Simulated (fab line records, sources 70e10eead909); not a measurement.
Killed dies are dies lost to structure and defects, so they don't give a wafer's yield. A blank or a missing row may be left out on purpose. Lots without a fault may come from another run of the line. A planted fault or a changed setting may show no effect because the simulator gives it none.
fab line records | flow nand_harc
record lots=6 wafers=18 last_day=24
route steps=1159 shown P_M2@323 END@1159
lots that met no fault: from a run of the same line without faults
start_h: hours from the record's first day to the start of the lot's first wafer shown | wait_h: hours since the lot's step before | " the same as in the row above | L1.1+2: a row that stands for several wafers | - no value, or no start given | * or withheld: withheld | < > ~ a bound
route shown NAME@n: a module of which the file shows steps, and the number in the route of the first | usual: mean/standard deviation of fault-free wafers | same: alike in all rows | chamber/n: place in a boat | sites: the reading at each site | _std_site: their standard deviation | _edge_site: outer sites' mean less inner sites' | radius_mm: how far each site lies from the wafer's centre | mask NAME#n: copy n | behind: the tool/chamber that last shaped the wafer | hold: why the lot was held/for how many hours/how that ended | device: the transistor (n, p or np) that didn't switch | end of line: the same wafers' tests at the end of the route | a step without rows: its recipe alone | killed: dies lost to structure and defects at the first sort, not the wafer's yield | map: a wafer's dies, x killed, . not, _ none there
set.NAME: the setting as run; set.NAME@STEP: as run at that earlier step | model.NAME: the simulator's own value behind a step, which no gauge read
lots at some steps of the route; a table a step, a row a wafer
services: from which hour (start_h, from the record's first day; less than 0 if before it) a tool's chamber was out of use, for how many hours, and why
## steps
# step NHARC_P_M2_SOFTBAKE_04
# recipe temp_c=105 time_s=55
# step NHARC_P_M2_EBR_05
# step NHARC_P_M2_EXPOSE_06
# recipe na=1.35 target_cd_nm=170 dose_mj=80.78 mask_id=P_M2
# step NHARC_P_M2_PEB_07
# recipe peb_temp_c=100 peb_time_s=65
# step NHARC_P_M2_DEVELOP_08
# recipe develop_time_s=35 dev_temp_c=23
# step NHARC_P_M2_CD_MEAS_09
# recipe target_cd_nm=170 landing_energy_ev=500
# usual cd_nm=170.0/0.49
# columns lot.wafer tool chamber start_h wait_h cd_nm
L904.2 cd_sem-01 0 146.17 - 170.2
L904.3 " 0 " " 171.1
L904.6 " 0 " " 171.0
L908.1 cd_sem-02 0 172.67 - 170.9
L908.5 " 0 " " 170.0
L908.6 " 0 " " 170.7
L910.1 cd_sem-03 0 186.51 - 170.0
L910.3 " 0 " " 170.0
L910.6 " 0 " " 169.3
L912.1 cd_sem-02 0 203.52 - 170.3
L912.2 " 0 " " 170.2
L912.5 " 0 " " 169.2
L918.3 cd_sem-01 0 233.73 - 170.5
L918.4 " 0 " " 170.0
L918.5 " 0 " " 170.9
L922.2 cd_sem-02 0 255.74 - 170.2
L922.5 " 0 " " 169.9
L922.6 " 0 " " 169.8
# step NHARC_P_M2_OVL_MEAS_10
# recipe pitch_nm=340
# usual overlay_x_nm=0.0/0.82 overlay_y_nm=0.2/0.82
# columns lot.wafer tool chamber start_h wait_h overlay_x_nm overlay_y_nm
L904.2 overlay-01 - 146.26 - 0.3 -0.5
L904.3 " - " " 0.5 -0.3
L904.6 " - " " 0.3 -0.5
L908.1 overlay-01 - 172.75 - 0.6 -0.9
L908.5 " - " " 1.2 -1.4
L908.6 " - " " 0.6 -1.6
L910.1 overlay-01 - 186.59 - 1.4 0.6
L910.3 " - " " 1.4 0.8
L910.6 " - " " 1.2 0.8
L912.1 overlay-01 - 203.61 - -0.7 0.1
L912.2 " - " " -0.4 0.6
L912.5 " - " " -0.8 0.1
L918.3 overlay-01 - 233.81 - 1.2 -0.2
L918.4 " - " " 1.5 0.2
L918.5 " - " " 1.2 -0.1
L922.2 overlay-02 - 255.82 - -0.5 0.3
L922.5 " - " " -0.8 1.3
L922.6 " - " " -0.3 1.0
# step NHARC_P_M2_INSPECT_11
# usual raw_defect_count=4.2/2.6
# columns lot.wafer tool chamber start_h wait_h raw_defect_count
L904.2 defect_inspect-02 - 146.29 0.0 2
L904.3 " - " " 6
L904.6 " - " " 3
L908.1 defect_inspect-02 - 172.79 0.0 8
L908.5 " - " " 2
L908.6 " - " " 5
L910.1 defect_inspect-02 - 186.63 0.0 4
L910.3 " - " " 5
L910.6 " - " " 4
L912.1 defect_inspect-01 - 203.65 0.0 2
L912.2 " - " " 2
L912.5 " - " " 3
L918.3 defect_inspect-02 - 233.85 0.0 4
L918.4 " - " " 2
L918.5 " - " " 3
L922.2 defect_inspect-02 - 255.87 0.1 4
L922.5 " - " " 3
L922.6 " - " " 1
# step NHARC_P_M2_DESCUM_14
# recipe time_s=3 o2_flow_sccm=200 ar_flow_sccm=0 bias_power_w=0 chemistry=O2
# usual drypump_motor_current_A=5.9/0.38 mfc_ar_sccm=0.012/0.012 oes_product_au=0.999/0.0068 rf_vpp_V=57.8/0.83 showerhead_plenum_p_Torr=1.94/0.063 throttle_valve_pct=11.311/0.0092
# columns lot.wafer tool chamber start_h wait_h drypump_motor_current_A mfc_ar_sccm oes_product_au rf_hours_counter_h rf_vpp_V showerhead_plenum_p_Torr throttle_valve_pct
L904.2 rie_diel-08 0 146.37 0.1 6.2 0.006 1.009 5 58.0 2.00 11.291
L904.3 " 1 " " 5.6 0.025 1.009 5 58.1 1.81 11.303
L904.6 " 2 " " 5.4 0 1.003 - 59.0 2.07 11.330
L908.1 rie_diel-10 1 172.85 0.1 6.2 0 1.002 6 56.2 1.96 11.294
L908.6 " 1 " " 6.2 0 1.015 - 57.7 1.96 11.304
L908.5 " 2 " " 6.5 0.015 0.998 - 57.4 1.88 11.307
L910.3 rie_diel-05 3 186.69 0.1 5.9 0.007 1.008 3 57.4 2.03 11.314
L910.1 " 2 " " 6.2 0.020 1.000 3 56.4 1.98 11.303
L910.6 " 2 " " 6.2 0.020 1.002 - 58.1 1.98 11.304
L912.1 rie_diel-05 3 203.71 0.1 5.9 0.007 1.004 6 58.8 2.03 11.296
L912.2 " 1 " " 5.3 0.006 0.991 6 58.7 2.03 11.319
L912.5 " 3 " " 5.9 0.007 0.994 - 57.9 2.03 11.317
L918.3 rie_diel-10 0 233.92 0.1 5.6 0.033 1.000 2 56.6 1.93 11.320
L918.4 " 2 " " 6.5 0.015 0.992 1 57.9 1.88 11.311
L918.5 " 3 " " 5.9 0.001 0.992 - 58.4 1.91 11.318
L922.2 rie_diel-10 1 255.94 0.1 6.1 0 0.995 3 58.8 1.96 11.323
L922.5 " 0 " " 5.6 0.033 1.003 - 58.9 1.93 11.316
L922.6 " 1 " " 6.2 0 1.007 - 59.9 1.96 11.305
# step NHARC_P_M2_ETCH_35
# recipe target_depth_a=400 overetch_a=120 time_s=43.94 ion_energy_ev=200 n2_flow_sccm=150 h2_flow_sccm=150 ar_flow_sccm=0 rf_w=400 bias_w=150 chemistry=N2/H2
# usual drypump_motor_current_A=5.9/0.36 mfc_ar_sccm=0.013/0.013 oes_product_au=0.998/0.0064 rf_vpp_V=431.3/2 showerhead_plenum_p_Torr=2.07/0.064 throttle_valve_pct=14.171/0.009
# columns lot.wafer tool chamber start_h wait_h drypump_motor_current_A mfc_ar_sccm oes_product_au rf_hours_counter_h rf_vpp_V showerhead_plenum_p_Torr throttle_valve_pct
L904.3 rie_diel-08 3 146.44 0.1 5.5 0.016 0.988 6 429.3 1.98 14.180
L904.2 " 0 " " 6.2 0.006 1.005 5 433.1 2.14 14.170
L904.6 " 0 " " 6.2 0.006 0.995 - 431.8 2.14 14.183
L908.1 rie_diel-10 1 172.94 0.1 6.2 0 1.004 6 434.2 2.09 14.168
L908.5 " 0 " " 5.6 0.033 1.002 - 430.8 2.06 14.166
L908.6 " 1 " " 6.2 0 1.003 - 432.2 2.09 14.179
L910.1 rie_diel-05 2 186.79 0.1 6.2 0.020 0.987 3 434.2 2.11 14.160
L910.3 " 3 " " 5.9 0.007 0.992 3 433.2 2.17 14.180
L910.6 " 2 " " 6.2 0.020 1.002 - 433.0 2.11 14.170
L912.1 rie_diel-05 3 203.82 0.1 5.9 0.007 1.005 6 434.5 2.17 14.163
L912.2 " 1 " " 5.3 0.006 0.995 6 435.1 2.16 14.176
L912.5 " 3 " " 5.9 0.007 1.008 - 435.3 2.17 14.167
L918.3 rie_diel-10 0 233.99 0.1 5.6 0.033 0.999 2 431.3 2.06 14.170
L918.4 " 3 " " 5.9 0.001 1.001 2 430.8 2.04 14.176
L918.5 " 1 " " 6.2 0 1.009 - 431.0 2.09 14.180
L922.2 rie_diel-10 0 256.03 0.1 5.6 0.033 0.999 3 430.4 2.06 14.167
L922.5 " 3 " " 5.9 0.001 1.009 - 429.4 2.04 14.169
L922.6 " 0 " " 5.6 0.033 1.005 - 431.4 2.06 14.165
# step NHARC_P_M2_ETCH_15
# recipe target_depth_a=1825 time_s=91.2 c4f8_flow_sccm=withheld ar_flow_sccm=400 rf_w=600 bias_w=300 chemistry=C4F8/Ar
# usual oes_product_au=0.952/0.02 rf_vpp_V=441.5/2
# columns lot.wafer tool chamber start_h wait_h oes_product_au rf_hours_counter_h rf_vpp_V
L904.2 rie_diel-08 3 - - 0.951 6 438.8
L904.3 " 1 " " 0.981 5 437.6
L904.6 " 0 " " 0.972 - 442.5
L908.1 rie_diel-10 3 - - 0.965 6 440.0
L908.5 " 3 " " 0.964 - 440.9
L908.6 " 0 " " 0.975 - 441.5
L910.3 rie_diel-05 3 - - 0.955 3 444.4
L910.1 " 1 " " 0.945 3 443.0
L910.6 " 3 " " 0.957 - 443.7
L912.2 rie_diel-05 2 - - 0.931 6 442.5
L912.1 " 3 " " 0.924 6 443.0
L912.5 " 3 " " 0.930 - 445.1
L918.3 rie_diel-10 0 - - 0.963 2 440.8
L918.4 " 1 " " 0.983 2 442.7
L918.5 " 2 " " 0.985 - 438.6
L922.2 rie_diel-10 3 - - 0.961 3 440.2
L922.6 " 2 " " 0.980 - 440.9
L922.5 " 3 " " 0.967 - 441.4
# step NHARC_P_M2_CD_MEAS_16
# usual cd_nm=170.0/0.69
# columns lot.wafer tool chamber start_h wait_h cd_nm
L904.2 cd_sem-03 - 146.66 - 170.1
L904.3 " - " " 170.4
L904.6 " - " " 170.8
L908.1 cd_sem-03 - 173.18 - 171.3
L908.5 " - " " 170.8
L908.6 " - " " 171.1
L910.1 cd_sem-01 - 187.04 - 169.7
L910.3 " - " " 169.7
L910.6 " - " " 169.1
L912.1 cd_sem-01 - 204.06 - 170.3
L912.2 " - " " 170.0
L912.5 " - " " 169.4
L918.3 cd_sem-03 - 234.22 - 170.7
L918.4 " - " " 169.3
L918.5 " - " " 170.6
L922.2 cd_sem-03 - 256.24 - 170.1
L922.5 " - " " 170.7
L922.6 " - " " 169.6
# step NHARC_P_M2_STRIP_18
# recipe power_w=1000 n2_flow_sccm=150 h2_flow_sccm=150 ar_flow_sccm=0 bias_w=0 chemistry=N2/H2
# usual bias_w=0/0 chamber_pressure_mTorr=29.999/0.028 drypump_motor_current_A=5.9/0.37 mfc_ar_sccm=0.013/0.012 oes_product_au=0.999/0.0064 rf_vpp_V=90.8/0.87 showerhead_plenum_p_Torr=2.07/0.068 throttle_valve_pct=14.171/0.0092
# columns lot.wafer tool chamber start_h wait_h bias_w chamber_pressure_mTorr drypump_motor_current_A mfc_ar_sccm oes_product_au rf_hours_counter_h rf_vpp_V showerhead_plenum_p_Torr throttle_valve_pct
L904.3 rie_diel-05 1 146.74 0.1 0 30.007 5.3 0.006 0.999 33 91.2 2.17 14.161
L904.2 " 2 " " 0 29.993 6.2 0.020 1.010 35 91.1 2.12 14.178
L904.6 " 2 " " 0 29.978 6.2 0.020 1.004 - 92.7 2.12 14.154
L908.1 rie_diel-10 0 173.26 0.1 0 29.954 5.6 0.033 1.002 6 91.8 2.06 14.173
L908.6 " 0 " " 0 29.995 5.6 0.033 1.009 - 91.3 2.06 14.172
L908.5 " 1 " " 0 30.014 6.2 0 1.007 - 91.5 2.09 14.180
L910.3 rie_diel-10 2 187.17 0.1 - - - - - - - - -
L910.1 " 3 " " - - - - - - - - -
L910.6 " 0 " " - - - - - - - - -
L912.2 rie_diel-05 3 204.13 0.1 - - - - - - - - -
L912.1 " 1 " " - - - - - - - - -
L912.5 " 1 " " - - - - - - - - -
L918.4 rie_diel-08 0 234.41 0.2 0 30.002 6.2 0.006 0.997 37 90.6 2.13 14.170
L918.3 " 1 " " 0 29.948 5.6 0.025 0.998 38 89.6 1.91 14.170
L918.5 " 1 " " 0 30.022 5.6 0.025 0.999 - 88.7 1.91 14.188
L922.2 rie_diel-05 0 256.31 0.1 0 29.938 6.3 0.025 1.008 6 92.1 2.14 14.176
L922.6 " 0 " " 0 29.990 6.3 0.025 1.015 - 91.1 2.14 14.172
L922.5 " 1 " " 0 29.991 5.3 0.006 1.002 - 90.2 2.16 14.172
# step NHARC_P_M2_ETCH_28
# recipe target_depth_a=300 over_etch_frac=0.3 time_s=72.99 ion_energy_ev=150 cf4_flow_sccm=50 n2_flow_sccm=100 ar_flow_sccm=150 rf_w=300 bias_w=100 chemistry=CF4/N2
# usual drypump_motor_current_A=5.9/0.38 mfc_ar_sccm=150.0/0.47 oes_product_au=0.998/0.0067 rf_vpp_V=314.7/1.7 showerhead_plenum_p_Torr=2.66/0.082 throttle_valve_pct=19.795/0.0096
# columns lot.wafer tool chamber start_h wait_h drypump_motor_current_A mfc_ar_sccm oes_product_au rf_hours_counter_h rf_vpp_V showerhead_plenum_p_Torr throttle_valve_pct
L904.2 rie_diel-05 1 - - 5.3 149.0 1.006 33 314.9 2.78 19.798
L904.3 " 2 " " 6.2 150.1 1.000 35 315.6 2.72 19.803
L904.6 " 3 " " 5.9 149.1 0.997 - 315.5 2.78 19.798
L908.1 rie_diel-10 2 - - 6.5 150.0 1.006 6 312.9 2.58 19.812
L908.5 " 1 " " 6.2 150.7 1.010 - 315.4 2.69 19.801
L908.6 " 2 " " 6.5 150.1 1.003 - 313.8 2.58 19.791
L910.1 rie_diel-10 3 187.36 0.1 5.9 149.4 1.002 0 314.2 2.63 19.781
L910.3 " 1 " " 6.2 149.9 0.990 0 314.9 2.69 19.797
L910.6 " 3 " " 5.9 149.8 0.997 - 313.7 2.63 19.781
L912.2 rie_diel-05 2 204.49 0.3 6.2 150.8 1.002 6 316.8 2.71 19.801
L912.1 " 3 " " 5.9 150.2 1.006 6 318.3 2.78 19.803
L912.5 " 1 " " 5.3 149.9 0.998 - 317.5 2.77 19.791
L918.3 rie_diel-08 1 - - 5.6 150.1 1.017 39 310.7 2.47 19.800
L918.4 " 2 " " 5.3 150.5 0.999 37 318.0 2.82 19.806
L918.5 " 2 " " 5.3 149.7 0.989 - 315.8 2.82 19.794
L922.2 rie_diel-05 0 - - 6.3 150.0 1.010 6 314.8 2.74 19.794
L922.6 " 3 " " 5.9 149.4 0.995 - 316.0 2.77 19.785
L922.5 " 0 " " 6.3 150.4 0.998 - 316.8 2.74 19.794
# step NHARC_END_SORT_01
# recipe temp_c=25
# usual defect_limited_yield=95.4/1.4 killed_at_array=27/10 killed_at_other=0.6/1 killed_at_periphery=3.4/2.7 killed_dies=31/9.7 killed_open=3.4/1.7 killed_short=2.2/1.5 sort_bin_2_pct=1.4/0.57 sort_bin_3_pct=0.25/0.23 sort_bin_4_pct=3.0/0.94 sort_n_pass=646/9.7 sort_rim_yield_pct=95.3/3 sort_yield_pct=95.4/1.4
# same gross_dies=677 sort_bin_5_pct[%]=0 sort_bin_6_pct[%]=0 sort_bin_7_pct[%]=0 sort_bin_8_pct[%]=0 sort_rim_n_gross=106.00
# columns lot.wafer tool chamber start_h wait_h defect_limited_yield[%] killed_at_array killed_at_other killed_at_periphery killed_dies killed_open killed_short sort_bin_2_pct[%] sort_bin_3_pct[%] sort_bin_4_pct[%] sort_n_pass sort_rim_yield_pct[%] sort_yield_pct[%]
L904.2 prober-01 0 466.72 2.8 96.0 24 1 2 27 2 3 1.0 0 3.0 650 97.2 96.0
L904.3 prober-01 0 467.52 3.1 94.8 28 0 7 35 3 2 1.3 0 3.8 642 92.5 94.8
L904.6 prober-01 0 469.91 4.0 96.2 23 1 2 26 3 2 1.3 0 2.5 651 96.2 96.2
L908.1 prober-01 0 494.03 2.5 96.3 20 1 4 25 5 5 1.2 0 2.5 652 93.4 96.3
L908.5 prober-01 0 497.29 3.8 98.1 13 0 0 13 1 0 0.4 0 1.5 664 98.1 98.1
L908.6 prober-01 0 498.11 4.1 98.5 7 0 3 10 3 1 0.6 0.15 0.7 667 98.1 98.5
L910.1 prober-01 0 510.38 2.5 4.6 9 0 637 646 4 2 93.6 0 1.8 31 12.3 4.6
L910.3 prober-01 0 511.99 3.1 5.8 9 1 628 638 1 3 93.2 0 1.0 39 13.2 5.8
L910.6 prober-01 0 514.40 4.0 4.7 16 0 629 645 7 3 93.1 0.15 2.1 32 11.3 4.7
L912.1 prober-02 0 511.77 2.5 5.2 26 0 616 642 4 1 92.2 0.59 2.1 35 21.7 5.2
L912.2 prober-02 0 512.57 2.8 4.9 32 0 612 644 2 1 91.7 0.59 2.8 33 14.2 4.9
L912.5 prober-02 0 514.94 3.7 4.1 32 0 617 649 2 1 92.3 0.15 3.4 28 19.8 4.1
# killed by level:class
L904.2 A_SLIT:chamber_film_flake=7 A_WL_FILL:chamber_film_flake=6 A_STAIRCASE:chamber_film_flake=3 A_CHANNEL_HOLE_D1:chamber_film_flake=2 A_M0:chamber_film_flake=2 P_CONTACT:geometric_particle:short=1 A_CHANNEL_FILL_D1:geometric_particle:open=1 A_CONTACT:geometric_particle:short=1
L904.3 A_SLIT:chamber_film_flake=13 A_STAIRCASE:chamber_film_flake=6 A_WL_FILL:chamber_film_flake=4 A_CHANNEL_HOLE_D1:chamber_film_flake=2 P_GATE:geometric_particle:open=1 P_M0:geometric_particle:open=1 P_M1:geometric_particle:short=1 A_WL_FILL:geometric_particle:short=1
L904.6 A_STAIRCASE:chamber_film_flake=7 A_SLIT:chamber_film_flake=7 P_GATE:geometric_particle:open=1 A_ONON_D1:geometric_particle:short=1 A_CHANNEL_HOLE_D1:geometric_particle:short=1 A_CHANNEL_FILL_D1:geometric_particle:open=1 A_M0:geometric_particle:open=1 P_CONTACT:chamber_film_flake=1
L908.1 A_CHANNEL_HOLE_D1:chamber_film_flake=6 A_CONTACT:geometric_particle:short=2 A_CONTACT:geometric_particle:open=2 P_M0:chamber_film_flake=2 A_ZERO_WELL:chamber_film_flake=2 A_STAIRCASE:chamber_film_flake=2 P_M0:geometric_particle:open=1 A_ONON_D1:geometric_particle:short=1
L908.5 A_CHANNEL_HOLE_D1:chamber_film_flake=6 A_STAIRCASE:chamber_film_flake=4 A_ONON_D1:geometric_particle:open=1 A_ZERO_WELL:chamber_film_flake=1 A_CONTACT:chamber_film_flake=1
L908.6 A_STAIRCASE:chamber_film_flake=3 P_GATE:geometric_particle:open=1 A_ONON_D1:geometric_particle:open=1 A_CHANNEL_FILL_D1:geometric_particle:open=1 A_CONTACT:geometric_particle:short=1 P_GATE:chamber_film_flake=1 P_M0:chamber_film_flake=1 A_CONTACT:chamber_film_flake=1
L910.1 P_M2:area_strip=633 A_CHANNEL_HOLE_D1:chamber_film_flake=4 P_CONTACT:geometric_particle:open=1 P_M0:geometric_particle:open=1 P_M1:geometric_particle:open=1 A_SGD_CUT:geometric_particle:open=1 A_SGD_CUT:geometric_particle:short=1 A_WL_FILL:geometric_particle:short=1
L912.1 P_M2:area_strip=614 A_CHANNEL_HOLE_D1:chamber_film_flake=14 A_CONTACT:chamber_film_flake=3 A_ZERO_WELL:chamber_film_flake=2 P_CONTACT:geometric_particle:open=1 P_M0:geometric_particle:open=1 A_WL_FILL:geometric_particle:short=1 A_WL_FILL:geometric_particle:open=1
L910.3 P_M2:area_strip=626 A_CONTACT:chamber_film_flake=3 P_ZERO_WELL:chamber_film_flake=2 A_CHANNEL_FILL_D1:geometric_particle:short=1 A_WL_FILL:geometric_particle:short=1 A_WL_FILL:geometric_particle:open=1 A_M0:geometric_particle:short=1 A_CHANNEL_FILL_D1:chamber_film_flake=1
L912.2 P_M2:area_strip=612 A_CHANNEL_HOLE_D1:chamber_film_flake=19 A_CONTACT:chamber_film_flake=6 A_BLC:chamber_film_flake=3 A_CHANNEL_HOLE_D1:geometric_particle:short=1 A_WL_FILL:geometric_particle:open=1 A_M1:geometric_particle:open=1 A_STAIRCASE:chamber_film_flake=1
L910.6 P_M2:area_strip=622 A_CONTACT:geometric_particle:open=3 A_CHANNEL_HOLE_D1:chamber_film_flake=3 A_CONTACT:chamber_film_flake=3 P_M2:chamber_film_flake=2 A_CHANNEL_FILL_D1:chamber_film_flake=2 P_CONTACT:geometric_particle:short=1 P_M0:geometric_particle:open=1
L912.5 P_M2:area_strip=616 A_CHANNEL_HOLE_D1:chamber_film_flake=16 A_CONTACT:chamber_film_flake=6 A_BLC:chamber_film_flake=5 A_ZERO_WELL:chamber_film_flake=2 A_CHANNEL_HOLE_D1:geometric_particle:short=1 A_SGD_CUT:geometric_particle:open=1 A_M0:geometric_particle:open=1
# map L910.1 (x killed, . not)
____________x____________
_________xx.xxxx_________
_______.xxxxxxxxxx_______
______xxxxxxxxxxxxx______
_____xxxxxxxxxxxxxxx_____
____xxxxxxxxxxxxxxxxx____
____.xxxxxxxxxxxxxxxx____
___xx.xxxxxxxxxxxxxxxx___
___xxxxxxxxxxxxxxxxxxx___
__x.xxxxxxxxxxxxxxxxxxx__
__xxxxxxxxxxxxxxxxxxxxx__
_xxxxxxxxxxxxxxxxxxxxxxx_
_x.xxxxxxxxxxxxxxxxxxxxx_
_xxxxxxxxxxxxxxxxxxxxxxx_
_xxxxxxxxxxxxxxxxxxxxxxx_
_.xxxxxxxxxxxxxxxxxxxxxx_
xxxxxxxxxxxxxxxxxxxxxxxxx
xx..xx.xxxxxxxxxxxxxxxxxx
..xxxxxxxxxxxxxxxxxxxxxxx
...xxxxxxxxxxxxxxxxxxxxxx
xxxx.xxxxxxxxxxxxxxxxxxxx
_.xxxxxxxxxxxxxxxxxxxxxx_
_.xxx.xxxxxxxxxxxxxxxxxx_
_..xxxxxxxxxxxxxxxxxxxxx_
_x.xxxxxxxxxxxxxxxxxxxxx_
_xxxx.xxxxxxxxxxxxxxxxxx_
__.xxxxxxxxxxxxxxxxxxxx__
__xxxxxxxxxxxxxxxxxxxxx__
___xxxxxxxxxxxxxxxxxxx___
___...xxxxxxxxxxxxxxxx___
____xxxx.xxxxxxxxxxxx____
____xxxxxxxxxxxxxxxxx____
_____xxxxxxxxxxxxxxx_____
______.xxxx.xxxxxxx______
_______xxxxxxxxxxx_______
_________x.xxxxx_________
____________x____________
# map L912.5 (x killed, . not)
____________x____________
_________xxxxxxx_________
_______x..xxxxxxx._______
______.xx.xxxxxxxxx______
_____xxxxxxxxxx.xxxx_____
____xxxxxxxxxxxxxxxxx____
____xxxxxxxxxxxxxxxxx____
___xxxxxxxxxxxxxxxxxxx___
___.xxxxxxxxxxxxxxxxxx___
__x.xxxxxxxxxxxxxxxxxxx__
__x.xxxxxxxxxxxxxxxxxxx__
_xxxxxxxxxxxxxxxxxxxxxxx_
_xxxxxxxxxxxxxxxxxxxxxxx_
_xxxxxxxxxxxxxxxxxxxxxx._
_xxxxxxxxxxxxxxxxxxxxxxx_
_xxxxxxxxxxxxxxxxxxxxxx._
.xxxxxxxxxxxxxxxxxxxxxxx.
.xxxxxxxxxxxxxxxxxxxxxxxx
.xxxxxxxxxxxxxxxxxxxxxxxx
.xxxxxxxxxxxxxxxxxxxxxxxx
.xxxxxxxxxxxxxxxxxxxxxxxx
_xxxxxxxxxxxxxxxxxxxxxxx_
_.xxxxxxxxxxxxxxxxxxx.xx_
_xxxxxxxxxxxxxxxxxxxxxxx_
_xxxxxxxxxxxxxxxxxxxxxxx_
_..xxxxxxxxxxxxxxxxxxxxx_
__xxxxxxxxxxxxxxxxxxxxx__
__.xxxxxxxxxxxxxxxxxxxx__
___xxxxxxx.xxxxxxxxxxx___
___xxxxxxxxxxxxxxxxxxx___
____xxxxxxxxxxxxxxxxx____
____.xxxxxxxxxxxxxxxx____
_____xxxxxxxxxxxxx.x_____
______xxxxxxxxxxxxx______
_______xxxx.xxx.xx_______
_________xxx.xxx_________
____________x____________
## services
# columns tool chamber start_h hours kind
rie_diel-08 - 124.80 9.0 pm
rie_diel-10 0 131.13 - clean
rie_diel-10 1 131.13 - clean
rie_diel-10 2 131.13 - clean
rie_diel-10 3 131.13 - clean
rie_diel-10 0 155.63 - clean
rie_diel-10 1 155.63 - clean
rie_diel-10 2 155.63 - clean
rie_diel-10 3 155.63 - clean
rie_diel-10 3 156.42 5.4 repair
rie_diel-05 - 163.62 9.0 pm
rie_diel-10 - 176.50 9.0 pm
rie_diel-10 0 176.50 9.0 vent_cycle
rie_diel-10 1 176.50 9.0 vent_cycle
rie_diel-10 2 176.50 9.0 vent_cycle
rie_diel-10 3 176.50 9.0 vent_cycle
rie_diel-05 - 177.75 0.4 repair
rie_diel-10 0 185.50 - clean
rie_diel-10 1 185.50 - clean
rie_diel-10 2 185.50 - clean
rie_diel-08 - 190.55 2.4 repair
rie_diel-10 2 197.85 5.3 repair
rie_diel-10 2 209.00 8.1 repair
rie_diel-08 0 229.99 1.4 repair
## key
first_sign step=NHARC_P_M2_STRIP_18 reading=tool_record direction=missing
effect step=NHARC_END_SORT_01 reading=killed_at_periphery direction=up sigmas=99+ usual=3.4 struck=623.2
more_kills_born_at NHARC_P_M2_STRIP_18@rie_diel-10=1880 NHARC_P_M2_STRIP_18@rie_diel-05=1842
met_at NHARC_P_M2_STRIP_18
struck_wafers L910.1,L910.3,L910.6,L912.1,L912.2,L912.5
later_rows_left_out L910.1,L910.3,L910.6,L912.1,L912.2,L912.5
onset_between 173.26 187.17
fault kind=skipped_step_whole tool=rie_diel-05,rie_diel-10 chamber=- onset_h=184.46 steps=NHARC_P_M2_STRIP_18 scope=struck_lots_only
# later_rows_left_out: the simulator's readings of these wafers behind a module that went badly wrong aren't trusted and aren't shown, but for the sort
